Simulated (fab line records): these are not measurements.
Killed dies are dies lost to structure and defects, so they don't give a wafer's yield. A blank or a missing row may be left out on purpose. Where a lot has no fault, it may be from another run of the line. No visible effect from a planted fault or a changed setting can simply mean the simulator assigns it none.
Matching of chambers -- flow nand harc -- rie diel-13 running NHARC_A_CONTACT_ETCH_90: 4 sister chambers
The step etches the open film in CH3F/O2, target depth 40 nm, time 85.7 s. 4 wafers are shown with their chamber, then 8 later ones without.

== EACH WAFER AND ITS CHAMBER ==
wafer,chamber,rf vpp V (V)
L191.6,2,245.1
L192.5,1,244.6
L194.1,0,242.7
L194.3,3,245.7

== WAFERS WHOSE CHAMBER IS MISSING ==
wafer,rf vpp V (V)
L194.4,246.0
L193.2,245.0
L193.3,243.8
L193.5,245.8
L200.3,245.9
L200.6,244.5
L201.1,242.8
L201.3,242.6

== THE CHAMBER EACH PASSED THROUGH ==
wafer,from the rows above,in truth
L194.4,can't be placed: 3 or 2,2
L193.2,can't be placed: 2 or 1 or 3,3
L193.3,can't be placed: 1 or 0 or 2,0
L193.5,can't be placed: 3 or 2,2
L200.3,can't be placed: 3 or 2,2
L200.6,can't be placed: 1 or 2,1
L201.1,0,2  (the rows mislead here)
L201.3,0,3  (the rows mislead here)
0 of 8 placed correctly. Cannot be placed on the basis of these rows: 6; the candidates contain the true chamber in 6. 2 placed wrongly.
How it was worked out, from the rows above alone: a wafer's distance from a chamber is the root of the sum, over the readings, of the square of ((its reading less the chamber's mean) divided by the reading's scatter). If the next closest chamber is less than 2 further off than the closest, the wafer can't be placed; otherwise it belongs to the closest. A chamber's mean is the mean of its shown wafers. The scatter: root of mean squared gap, hidden wafer to nearest shown wafer, with one shown wafer a chamber.
